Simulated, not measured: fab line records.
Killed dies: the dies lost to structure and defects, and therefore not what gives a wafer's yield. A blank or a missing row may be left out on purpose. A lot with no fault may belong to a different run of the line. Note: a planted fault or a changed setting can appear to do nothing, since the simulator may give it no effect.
Matching of chambers :: flow nand-harc :: NHARC_A_CONTACT_ETCH_75 on rie-diel-13: 4 sister chambers
The step etches the open film in CF4, target depth 39 nm, time 65 s. 27 wafers are shown with their chamber, then 12 later ones without.

== WAFERS, EACH WITH ITS CHAMBER ==
wafer: L074.2
chamber: 0
drypump-motor-current-A (A): 6.5
showerhead-plenum-p-Torr (Torr): 1.87
rf-vpp-V (V): 153.8

wafer: L074.3
chamber: 2
drypump-motor-current-A (A): 5.9
showerhead-plenum-p-Torr (Torr): 1.68
rf-vpp-V (V): 149.6

wafer: L074.5
chamber: 0
drypump-motor-current-A (A): 6.5
showerhead-plenum-p-Torr (Torr): 1.87
rf-vpp-V (V): 152.5

wafer: L077.2
chamber: 1
drypump-motor-current-A (A): 5.2
showerhead-plenum-p-Torr (Torr): 1.66
rf-vpp-V (V): 149.8

wafer: L077.4
chamber: 0
drypump-motor-current-A (A): 6.5
showerhead-plenum-p-Torr (Torr): 1.87
rf-vpp-V (V): 152.1

wafer: L077.6
chamber: 2
drypump-motor-current-A (A): 5.9
showerhead-plenum-p-Torr (Torr): 1.68
rf-vpp-V (V): 149.8

wafer: L078.3
chamber: 0
drypump-motor-current-A (A): 6.5
showerhead-plenum-p-Torr (Torr): 1.87
rf-vpp-V (V): 153.0

wafer: L078.4
chamber: 2
drypump-motor-current-A (A): 5.9
showerhead-plenum-p-Torr (Torr): 1.68
rf-vpp-V (V): 149.2

wafer: L078.5
chamber: 2
drypump-motor-current-A (A): 5.9
showerhead-plenum-p-Torr (Torr): 1.68
rf-vpp-V (V): 149.4

wafer: L080.3
chamber: 3
drypump-motor-current-A (A): 5.2
showerhead-plenum-p-Torr (Torr): 1.68
rf-vpp-V (V): 150.7

wafer: L080.4
chamber: 1
drypump-motor-current-A (A): 5.2
showerhead-plenum-p-Torr (Torr): 1.66
rf-vpp-V (V): 149.7

wafer: L080.6
chamber: 1
drypump-motor-current-A (A): 5.1
showerhead-plenum-p-Torr (Torr): 1.66
rf-vpp-V (V): 149.6

wafer: L081.2
chamber: 2
drypump-motor-current-A (A): 5.9
showerhead-plenum-p-Torr (Torr): 1.68
rf-vpp-V (V): 149.2

wafer: L081.4
chamber: 0
drypump-motor-current-A (A): 6.5
showerhead-plenum-p-Torr (Torr): 1.87
rf-vpp-V (V): 151.8

wafer: L081.6
chamber: 3
drypump-motor-current-A (A): 5.2
showerhead-plenum-p-Torr (Torr): 1.68
rf-vpp-V (V): 150.2

wafer: L083.2
chamber: 2
drypump-motor-current-A (A): 5.9
showerhead-plenum-p-Torr (Torr): 1.68
rf-vpp-V (V): 148.9

wafer: L083.3
chamber: 0
drypump-motor-current-A (A): 6.5
showerhead-plenum-p-Torr (Torr): 1.87
rf-vpp-V (V): 153.2

wafer: L083.4
chamber: 1
drypump-motor-current-A (A): 5.2
showerhead-plenum-p-Torr (Torr): 1.66
rf-vpp-V (V): 150.1

wafer: L085.2
chamber: 1
drypump-motor-current-A (A): 5.2
showerhead-plenum-p-Torr (Torr): 1.65
rf-vpp-V (V): 149.3

wafer: L085.3
chamber: 0
drypump-motor-current-A (A): 6.5
showerhead-plenum-p-Torr (Torr): 1.87
rf-vpp-V (V): 153.2

wafer: L085.5
chamber: 2
drypump-motor-current-A (A): 5.8
showerhead-plenum-p-Torr (Torr): 1.67
rf-vpp-V (V): 150.3

wafer: L088.2
chamber: 0
drypump-motor-current-A (A): 6.5
showerhead-plenum-p-Torr (Torr): 1.86
rf-vpp-V (V): 151.7

wafer: L088.3
chamber: 1
drypump-motor-current-A (A): 5.2
showerhead-plenum-p-Torr (Torr): 1.65
rf-vpp-V (V): 151.3

wafer: L088.6
chamber: 2
drypump-motor-current-A (A): 5.9
showerhead-plenum-p-Torr (Torr): 1.67
rf-vpp-V (V): 149.0

wafer: L089.2
chamber: 0
drypump-motor-current-A (A): 6.5
showerhead-plenum-p-Torr (Torr): 1.86
rf-vpp-V (V): 152.4

wafer: L089.3
chamber: 3
drypump-motor-current-A (A): 5.2
showerhead-plenum-p-Torr (Torr): 1.68
rf-vpp-V (V): 150.5

wafer: L089.4
chamber: 1
drypump-motor-current-A (A): 5.1
showerhead-plenum-p-Torr (Torr): 1.65
rf-vpp-V (V): 150.5

SIGNATURES (means of the wafers above)
reading: drypump-motor-current-A
chamber 0: 6.500
chamber 1: 5.171
chamber 2: 5.888
chamber 3: 5.200
scatter within a chamber: 0.0316

reading: showerhead-plenum-p-Torr
chamber 0: 1.8678
chamber 1: 1.6557
chamber 2: 1.6775
chamber 3: 1.6800
scatter within a chamber: 0.00455

reading: rf-vpp-V
chamber 0: 152.633
chamber 1: 150.043
chamber 2: 149.425
chamber 3: 150.467
scatter within a chamber: 0.604
Rule: a wafer lies at a distance from a chamber equal to the root of the sum of squares, over the readings, of (its reading less the chamber's mean, divided by the reading's scatter). If the next closest chamber is less than 2 further off than the closest, the wafer can't be placed; otherwise it belongs to the closest. How the scatter is found: for the shown wafers, subtract from each reading the mean of its chamber, square and add these, divide the total by (wafers less chambers), then take the root.

== WAFERS MISSING THEIR CHAMBER ==
wafer: L093.1
drypump-motor-current-A (A): 5.1
showerhead-plenum-p-Torr (Torr): 1.68
rf-vpp-V (V): 150.1

wafer: L093.5
drypump-motor-current-A (A): 5.1
showerhead-plenum-p-Torr (Torr): 1.68
rf-vpp-V (V): 149.4

wafer: L093.6
drypump-motor-current-A (A): 5.9
showerhead-plenum-p-Torr (Torr): 1.67
rf-vpp-V (V): 151.0

wafer: L094.1
drypump-motor-current-A (A): 5.2
showerhead-plenum-p-Torr (Torr): 1.68
rf-vpp-V (V): 151.0

wafer: L094.3
drypump-motor-current-A (A): 5.2
showerhead-plenum-p-Torr (Torr): 1.65
rf-vpp-V (V): 148.7

wafer: L094.6
drypump-motor-current-A (A): 6.5
showerhead-plenum-p-Torr (Torr): 1.86
rf-vpp-V (V): 151.4

wafer: L095.1
drypump-motor-current-A (A): 5.2
showerhead-plenum-p-Torr (Torr): 1.68
rf-vpp-V (V): 151.1

wafer: L095.4
drypump-motor-current-A (A): 6.5
showerhead-plenum-p-Torr (Torr): 1.86
rf-vpp-V (V): 151.6

wafer: L095.5
drypump-motor-current-A (A): 5.2
showerhead-plenum-p-Torr (Torr): 1.65
rf-vpp-V (V): 149.4

wafer: L096.2
drypump-motor-current-A (A): 6.5
showerhead-plenum-p-Torr (Torr): 1.86
rf-vpp-V (V): 152.8

wafer: L096.4
drypump-motor-current-A (A): 5.1
showerhead-plenum-p-Torr (Torr): 1.65
rf-vpp-V (V): 148.8

wafer: L096.5
drypump-motor-current-A (A): 6.5
showerhead-plenum-p-Torr (Torr): 1.86
rf-vpp-V (V): 152.3

== WHICH CHAMBER EACH ONE RAN IN ==
wafer: L093.1
from the rows above: 3
in truth: 3

wafer: L093.5
from the rows above: 3
in truth: 3

wafer: L093.6
from the rows above: 2
in truth: 2

wafer: L094.1
from the rows above: 3
in truth: 3

wafer: L094.3
from the rows above: 1
in truth: 1

wafer: L094.6
from the rows above: 0
in truth: 0

wafer: L095.1
from the rows above: 3
in truth: 3

wafer: L095.4
from the rows above: 0
in truth: 0

wafer: L095.5
from the rows above: 1
in truth: 1

wafer: L096.2
from the rows above: 0
in truth: 0

wafer: L096.4
from the rows above: 1
in truth: 1

wafer: L096.5
from the rows above: 0
in truth: 0
Correct placement for 12 of the 12. Can't be placed from these rows: 0. 0 placed wrongly.
